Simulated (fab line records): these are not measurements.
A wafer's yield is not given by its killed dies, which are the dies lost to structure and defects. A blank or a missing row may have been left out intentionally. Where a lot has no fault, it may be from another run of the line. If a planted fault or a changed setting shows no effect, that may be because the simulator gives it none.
fab line records    flow n5_finfet
record lots=4  wafers=12  last_day=16
route steps=1938 shown SD_EPI_P@296 SD_ACTIVATION@330 BEOL_M4@1111 PASSIVATION@1936
lots with no fault: from the same line, run without faults
start_h: the number of hours between the record's first day and the start of the first shown wafer of the lot    wait_h: hours since the lot's step before    " repeats the value in the row above    L1.1+2: one row covering several wafers at once    - no value, or no start was given    * or withheld: withheld    < > ~ a bound
route shown NAME@n: NAME is a module with steps in the file, n the number in the route of the first one    usual: mean and standard deviation over wafers with no fault    same: alike in all rows    chamber/n: place in a boat    sites: each site's reading    _std_site: standard deviation of those values    _edge_site: inner sites' mean taken away from outer sites' mean    radius_mm: how far each site lies from the wafer's centre    mask NAME#n: copy n    behind: the tool/chamber that last shaped the wafer    hold: reason for holding the lot/hours on hold/outcome of the hold    device: transistor that didn't switch, given as n, p or np    end of line: the route-end tests of the same wafers    for a step that has no rows: nothing shown but its recipe    killed: the dies lost at the first sort to structure and to defects; this is not the yield of the wafer    map: shows each die of a wafer: x if killed, . if not, _ if none is there
set.NAME: the setting as run; set.NAME@STEP: as run at that earlier step    model.NAME: the simulator's own value behind a step, which no gauge read
lots seen at some steps along the route; tables by step, rows by wafer
services: a tool's chamber out of use, with start hour (start_h, from the record's first day; less than 0 if before it), hours out, and reason
## steps
# step N5_SD_EPI_P_COAT_35
# recipe resist=SiARC  temp_c=220  time_s=60  spin_rpm=1500  resist_thk_nm=35
# step N5_SD_EPI_P_COAT_03
# recipe resist=CAR-ArF-block  spin_rpm=1500  resist_thk_nm=150
# step N5_SD_EPI_P_EBR_05
# recipe solvent=PGMEA  ebr_width_mm=1.5
# step N5_SD_EPI_P_SOFTBAKE_04
# recipe temp_c=110  time_s=60  resist=CAR-ArF-block
# step N5_SD_EPI_P_EXPOSE_06
# recipe mask_id=SD_P_BLK  na=1.35  source_shape=conventional  sigma_outer=0.8  polarization=unpolarized  target_cd_nm=240  dose_mj=39.5
# step N5_SD_EPI_P_PEB_07
# recipe peb_temp_c=110  peb_time_s=60  resist=CAR-ArF-block
# step N5_SD_EPI_P_DEVELOP_08
# recipe develop_time_s=30  developer=TMAH  resist=CAR-ArF-block  dev_temp_c=23  rinse_liquid=diw  dry=air_spin
# step N5_SD_EPI_P_DESCUM_14
# recipe chemistry=O2  time_s=7.9  source_power_w=50  bias_power_w=20  pressure_mtorr=20  rf_frequency_hz=2.712e+07  temp_c=40  resist=CAR-ArF-block  o2_flow_sccm=225
# step N5_SD_EPI_P_ETCH_36
# recipe chemistry=CF4  target=SiARC  target_depth_a=455  mask_material=CAR-ArF-block  time_s=75.8  ion_energy_ev=80  pressure_mtorr=40  source_w=545  bias_w=36  Ar_flow_sccm=100  cf4_flow_sccm=100  ends=cleared
# step N5_SD_EPI_P_ETCH_37
# recipe chemistry=N2/H2  target=SOC  overetch_a=1080  mask_material=SiARC  temp_c=40  ion_energy_ev=100  source_w=3000  bias_w=133  pressure_mtorr=20  time_s=486  n2_flow_sccm=200  h2_flow_sccm=200  ends=end_point
# usual drypump_motor_current_A=5.8/0.4  h2_flow_sccm=200.1/0.67  oes_product_au=0.68/0.059  rf_vpp_V=240.6/1.4  showerhead_plenum_p_Torr=2.54/0.087  throttle_valve_pct=23.9/0.37
lot.wafer  tool         chamber  start_h  wait_h  drypump_motor_current_A  h2_flow_sccm  oes_product_au  rf_hours_counter_h  rf_vpp_V  showerhead_plenum_p_Torr  throttle_valve_pct
L617.1     rie_diel-06  2        91.78    0.0     5.5                      200.5         0.69            130                 238.1     2.45                      24.2
L617.2     "            1        "        "       5.9                      200.1         0.69            122                 239.8     2.45                      24.1
L617.6     "            3        "        "       6.4                      201.1         0.65            -                   238.0     2.43                      23.4
L627.2     rie_diel-06  3        152.60   0.0     6.4                      200.8         0.64            193                 239.1     2.42                      23.4
L627.5     "            1        "        "       5.9                      200.9         0.67            -                   239.8     2.44                      24.1
L627.6     "            0        "        "       5.5                      199.2         0.63            -                   242.9     2.63                      24.5
L628.1     rie_diel-03  2        155.02   0.0     5.3                      200.1         0.86            7                   243.6     2.60                      23.8
L628.4     "            0        "        "       5.5                      200.4         0.64            231                 241.5     2.62                      23.6
L628.5     "            0        "        "       5.6                      199.6         0.64            -                   241.5     2.61                      23.6
L629.1     rie_diel-06  0        162.39   0.0     5.5                      199.5         0.63            205                 241.9     2.62                      24.5
L629.2     "            3        "        "       6.4                      200.1         0.64            196                 238.7     2.42                      23.4
L629.4     "            2        "        "       5.5                      201.1         0.68            149                 239.9     2.45                      24.2
# step N5_SD_EPI_P_STRIP_38
# recipe chemistry=N2/H2  temp_c=40  n2_flow_sccm=200  h2_flow_sccm=200  rf_frequency_hz=6e+07
# step N5_SD_EPI_P_ETCHBACK_46
# recipe chemistry=CH3F/O2  mode=anisotropic_etchback  target=SiNx  target_depth_a=175  stop_on=SiO2  over_etch_frac=0.3  ion_energy_ev=120  pressure_mtorr=30  source_w=395  bias_w=73  Ar_flow_sccm=150  CH3F_flow_sccm=30  O2_flow_sccm=20
# step N5_SD_EPI_P_ETCH_47
# recipe chemistry=CH3F/O2  target=SiOCN  target_depth_a=250  mask_material=SOC  ion_energy_ev=60  bias_w=29  pressure_mtorr=30  source_w=410  Ar_flow_sccm=150  CH3F_flow_sccm=30  O2_flow_sccm=20
# step N5_SD_EPI_P_ETCH_16
# recipe chemistry=CHF3/O2  target=SiO2  target_depth_a=50  mask_material=SOC  pressure_mtorr=30  source_w=650  bias_w=170  Ar_flow_sccm=200  CHF3_flow_sccm=50  O2_flow_sccm=5  ion_energy_ev=200
# step N5_SD_EPI_P_STRIP_50
# recipe chemistry=CHF3/O2  resist=SiARC  rf_frequency_hz=6e+07
# step N5_SD_EPI_P_SD_RECESS_17
# recipe chemistry=HBr/Cl2/O2  target_depth_a=391  bt_time_s=3  pressure_mtorr=10  icp_w=800  bias_w=112  HBr_flow_sccm=150  Cl2_flow_sccm=80  O2_flow_sccm=12
# step N5_SD_EPI_P_WET_ETCH_45
# recipe chemistry=dHF  dilution=withheld  time_s=10.7  target=SiO2  target_depth_a=20  temp_c=25  dry=ipa_marangoni  rinse_time_s=30  rinse_temp_c=23
# step N5_SD_EPI_P_STRIP_40
# recipe chemistry=N2/H2  power_w=1000  temp_c=250  h2_frac=0.65  overash_fraction=0.3  pressure_mtorr=withheld  n2_flow_sccm=1750  h2_flow_sccm=3250
# step N5_SD_EPI_P_PRECLEAN_52
# recipe chemistry=O3/DIW  time_s=60  temp_c=22  o3_ppm=10
# step N5_SD_EPI_P_SRD_20
# recipe dry=ipa_marangoni  do_ppb=5  time_s=30  temp_c=23  rinse_liquid=diw
# step N5_SD_EPI_P_PRECLEAN_51
# recipe chemistry=NF3:NH3  afs_cycles=1  temp_c=30  time_s=20  sublimation_temp_c=180  sublimation_time_s=60  pressure_torr=3  rf_power_w=30
# step N5_SD_EPI_P_VAPOR_ETCH_44
# recipe chemistry=NF3/Ar  target=SiGe30  temp_c=25  time_s=3.3  mode=isotropic
# step N5_SD_EPI_P_EPI_21
# recipe material=SiGe:B  dopant=B  temp_c=550  pressure_torr=20  ambient=H2  time_s=355
# step N5_SD_EPI_P_HM_STRIP_48
# recipe chemistry=H3PO4  temp_c=160  material=SiNx  target=SiNx  target_depth_a=30  overetch_fraction=0.3
# step N5_SD_EPI_P_SRD_49
# recipe dry=ipa_marangoni  time_s=30  temp_c=23  rinse_liquid=diw
# step N5_SD_EPI_P_PRECLEAN_24
# recipe chemistry=O3/DIW  time_s=45  temp_c=22  o3_ppm=10
# step N5_SD_EPI_P_PRECLEAN_32
# recipe chemistry=dHF  time_s=10  dilution=500:1  temp_c=25
# step N5_SD_EPI_P_PRECLEAN_33
# recipe chemistry=SC2  time_s=45  temp_c=35  mix=1:1:50
# step N5_SD_EPI_P_SRD_25
# recipe time_s=30  temp_c=23  rinse_liquid=diw  dry=ipa_marangoni
# step N5_SD_EPI_P_INSPECT_26
# recipe inspect_instrument=darkfield  mode=post_epi
# usual raw_defect_count=161/29
lot.wafer  tool               chamber  start_h  wait_h  raw_defect_count
L617.1     defect_inspect-01  -        95.42    0.0     130
L617.2     "                  -        "        "       173
L617.6     "                  -        "        "       139
L627.2     defect_inspect-02  -        157.07   0.0     447
L627.5     "                  -        "        "       424
L627.6     "                  -        "        "       380
L628.1     defect_inspect-02  -        158.67   0.0     117
L628.4     "                  -        "        "       157
L628.5     "                  -        "        "       146
L629.1     defect_inspect-01  -        166.87   0.0     481
L629.2     "                  -        "        "       452
L629.4     "                  -        "        "       491
# step N5_SD_ACTIVATION_RTA_00
# recipe temp_c=975  time_s=0  ambient=N2  idle_temp_c=600  ramp_up_c_per_s=150  ramp_down_c_per_s=60  cool_to_c=600
# step N5_BEOL_M4_RC_MEAS_101
# usual DIBL_N=35.8/1.4  DIBL_P=35.8/1.6  IOFF_N=0.152/0.021  IOFF_P=0.204/0.027  ION_N=672/8.7  ION_P=461/6.2  SS_N=71.5/0.54  SS_P=73.1/0.57  VT_N=250.0/2.5  VT_P=-250.6/2.7
lot.wafer  tool       chamber  start_h  wait_h  DIBL_N[mV/V]  DIBL_P[mV/V]  IOFF_N[nA/um]  IOFF_P[nA/um]  ION_N[uA/um]  ION_P[uA/um]  SS_N[mV/dec]  SS_P[mV/dec]  VT_N[mV]  VT_P[mV]
L617.1     prober-02  0        215.44   0.0     36.6          36.9          0.158          0.227          672           464           71.2          73.8          251.4     -249.1
L617.2     "          0        "        "       35.5          35.8          0.142          0.204          673           468           70.6          73.1          250.9     -252.8
L617.6     "          0        "        "       34.8          34.8          0.130          0.199          663           458           70.9          73.7          252.8     -250.9
L627.2     prober-02  0        269.78   0.2     33.7          33.9          0.118          0.161          656           452           71.0          72.4          253.8     -254.8
L627.5     "          0        "        "       33.9          34.6          0.120          0.166          658           452           71.0          72.8          253.3     -254.3
L627.6     "          0        "        "       35.3          35.7          0.142          0.190          663           455           71.5          72.5          249.9     -252.3
L628.1     prober-02  0        274.56   0.0     38.4          36.9          0.168          0.237          684           466           71.4          72.9          249.6     -248.1
L628.4     "          0        "        "       37.3          35.2          0.147          0.211          664           460           71.5          73.4          252.0     -250.0
L628.5     "          0        "        "       36.9          33.7          0.133          0.186          669           460           71.5          72.9          252.3     -251.4
L629.1     prober-01  0        291.56   0.0     36.3          35.9          0.163          0.243          673           463           71.8          73.6          250.0     -248.4
L629.2     "          0        "        "       36.5          35.0          0.161          0.220          669           461           72.2          72.5          249.1     -248.7
L629.4     "          0        "        "       36.1          35.4          0.157          0.228          666           462           72.5          73.6          251.5     -249.4
# step N5_PASSIVATION_PROBE_49
# usual defect_limited_yield=91.6/1.4  killed_at_M0_to_M3=33/9.7  killed_at_M4_up=13/5.4  killed_at_contacts=13/6.6  killed_at_front_end=36/11  killed_at_other=3.9/3  killed_dies=99/16  killed_on_rim=13/3.8  killed_open=66/12  killed_short=32/7.9  sort_bin_5_function=4.9/0.9  sort_bin_6_memory=3.2/0.67  sort_n_pass=1081/16  sort_yield_pct=91.6/1.4
# same gross_dies=1180  killed_at_back_side=0  sort_bin_4_leakage[%]=0  sort_bin_8_speed[%]=0
lot.wafer  tool       chamber  start_h  wait_h  defect_limited_yield[%]  killed_at_M0_to_M3  killed_at_M4_up  killed_at_contacts  killed_at_front_end  killed_at_other  killed_dies  killed_on_rim  killed_open  killed_short  sort_bin_5_function[%]  sort_bin_6_memory[%]  sort_n_pass  sort_yield_pct[%]
L627.2     prober-01  -        370.97   0.1     84.6                     27                  15               8                   130                  2                182          21             65           19            9.9                     4.6                   998          84.6
L627.5     prober-01  -        371.12   0.2     88.6                     25                  12               1                   90                   6                134          23             44           31            7.0                     3.4                   1046         88.6
L627.6     prober-01  -        371.17   0.3     84.5                     44                  6                12                  113                  8                183          34             69           32            10.4                    3.8                   997          84.5
L629.1     prober-02  -        388.19   0.0     85.4                     21                  12               11                  122                  6                172          25             65           31            9.9                     3.4                   1008         85.4
L629.2     prober-02  -        388.24   0.1     84.4                     27                  10               7                   136                  4                184          26             58           40            10.4                    3.9                   996          84.4
L629.4     prober-02  -        388.34   0.2     83.6                     26                  17               5                   140                  6                194          15             65           32            10.8                    4.2                   986          83.6
# killed by level:class
L627.2 SD_EPI_P:unspecified=96 STI_FIN_REVEAL:geometric_particle:open=10 BEOL_M0:geometric_particle:open=9 BEOL_M4:geometric_particle:open=8 MOL_CONTACT_COAG:geometric_particle:open=6 BEOL_M0_SAQP:geometric_particle:open=5 STARTING-WAFER:geometric_particle:open=5 BEOL_M2:geometric_particle:open=4
L627.5 SD_EPI_P:unspecified=59 GATE_CUT:geometric_particle:short=8 BEOL_M0_SAQP:geometric_particle:short=7 STI_FIN_REVEAL:geometric_particle:open=6 BEOL_M2:geometric_particle:open=6 BEOL_M0_SAQP:geometric_particle:open=5 GATE_CUT:geometric_particle:open=4 STARTING-WAFER:geometric_particle:short=4
L627.6 SD_EPI_P:unspecified=76 STI_FIN_REVEAL:geometric_particle:open=17 BEOL_M0_SAQP:geometric_particle:open=13 BEOL_M0_SAQP:geometric_particle:short=12 MOL_CONTACT_COAG:geometric_particle:open=8 BEOL_M2:geometric_particle:open=6 MIM_TOP:geometric_particle:short=6 GATE_CUT:geometric_particle:short=5
L629.1 SD_EPI_P:unspecified=76 FIN_SAQP:geometric_particle:short=15 MOL_CONTACT_COAG:geometric_particle:open=10 FIN_SAQP:geometric_particle:open=7 STI_FIN_REVEAL:geometric_particle:open=5 BEOL_M0_SAQP:geometric_particle:open=5 BEOL_M3:geometric_particle:open=5 BEOL_M4:geometric_particle:open=5
L629.2 SD_EPI_P:unspecified=85 FIN_SAQP:geometric_particle:short=13 GATE_CUT:geometric_particle:open=9 GATE_CUT:geometric_particle:short=7 BEOL_M0_SAQP:geometric_particle:short=7 FIN_SAQP:geometric_particle:open=6 MOL_CONTACT_COAG:geometric_particle:open=6 BEOL_M2:geometric_particle:open=6
L629.4 SD_EPI_P:unspecified=97 BEOL_M4:geometric_particle:open=8 BEOL_M3:geometric_particle:open=8 BEOL_M1:geometric_particle:open=7 FIN_SAQP:geometric_particle:short=6 FIN_SAQP:geometric_particle:open=5 MOL_CONTACT_COAG:geometric_particle:open=5 STARTING-WAFER:geometric_particle:open=5
# map L627.6 (x killed, . not)
_________________x....xx...x.________________
______________...............x.._____________
___________..................x.....__________
__________x........x..x.x.........x._________
________........x...x...............x._______
_______....x...........................______
______....x..x.............x.........x.._____
_____.xx............x.x............x.....____
____x.......x......x........x.......x...x.___
___..................x....x.......x........__
___x.......x....x..........................__
__......x.x.......x......x..x.x........x...._
__...........x.............................._
_x.............................x....x....xx..
_....xx..................x...................
_..x................................x...x....
_.....x......x......x...................x.x..
_.............................x..............
_........x.........x...x.....................
_....x.................x...x............x....
_....................xx.......x..............
__..............x..................x........_
__......x..x..........xx..x.xx.............._
___.x................................x..x..__
___.....x................x.xx..............__
____...................x.....x............___
_____...................x.x...xx.x.....x.____
______...............xxxx.xxxxxx........_____
_______...x....x...xxx.xxxxxx.xx..x....______
________......x.x....xxxxxxxxxxx.xxxx._______
__________..........x.xxxxxxxxx.x.x._________
___________.......x.xxxxxxxxxx.xxx.__________
______________.x....x.xxxxxxxxxx_____________
_________________..x.xxxxxxxx________________
# map L629.4 (x killed, . not)
_________________x..x...x....________________
______________.x................_____________
___________xx........x...........x.__________
__________........x............x...._________
________................x........x...._______
_______................x.....x.........______
______.......x.x........x.........x....._____
_____.............x......................____
____..x..x..........x.....................___
___.................x...x.x...x............__
___...........x....x............x..........__
__.x.................................xx....._
__.....x.x.x..........x....x........x...x.x._
_..x................xx.x.x..x................
_............xx.....x.x.xxxxx...x......x.....
_.................xxxxxxxxxx....x....x..x..x.
_.............x..xx.xxxxxxxxxx...............
_.....xx......x.x.xxxxxxxxxxx.x.....x........
_....x....x.x..xx.xxxxxxxxxxxxx........x.....
_........x......xxxxxxxxxxxxx...........x....
_.................xxxxxxxxxxx........x.....x.
__..............x...xxxxx.x................._
__x..............xx..x.xxxxx........x......._
___....x....x......x.x..xx.x......xx.......__
___..........................xx............__
____..........................x...........___
_____................x..............x....____
______.................................x_____
_______.................x.........x.xx.______
________.............................._______
__________......x......x.......x...._________
___________.x...............x......__________
______________....x....x.x......_____________
_________________.xx.........________________
## services
tool         chamber  start_h  hours  kind
rie_diel-03  -        76.80    0.4    repair
rie_diel-06  -        106.40   2.8    pm
rie_diel-03  2        112.96   -      clean
rie_diel-03  2        112.96   -      consumable_replace:focus_ring
rie_diel-03  2        112.96   21.8   scheduled_down
rie_diel-03  2        112.96   21.8   vent_cycle
## key
first_sign step=N5_SD_EPI_P_INSPECT_26  reading=raw_defect_count  direction=up  sigmas=9.7  usual=161  struck=446
effect step=N5_PASSIVATION_PROBE_49  reading=killed_at_front_end  direction=up  sigmas=8.2  usual=36  struck=122
more_kills_born_at N5_SD_EPI_P_ETCH_37@rie_diel-06=489
met_at N5_SD_EPI_P_ETCH_37
struck_wafers L627.2,L627.5,L627.6,L629.1,L629.2,L629.4
onset_between 91.78 152.60
fault kind=chamber_particle_source  tool=rie_diel-06  chamber=-  onset_h=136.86  steps=N5_SD_EPI_P_ETCH_37  rate_per_visit_cm2=0.44744  end_h=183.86
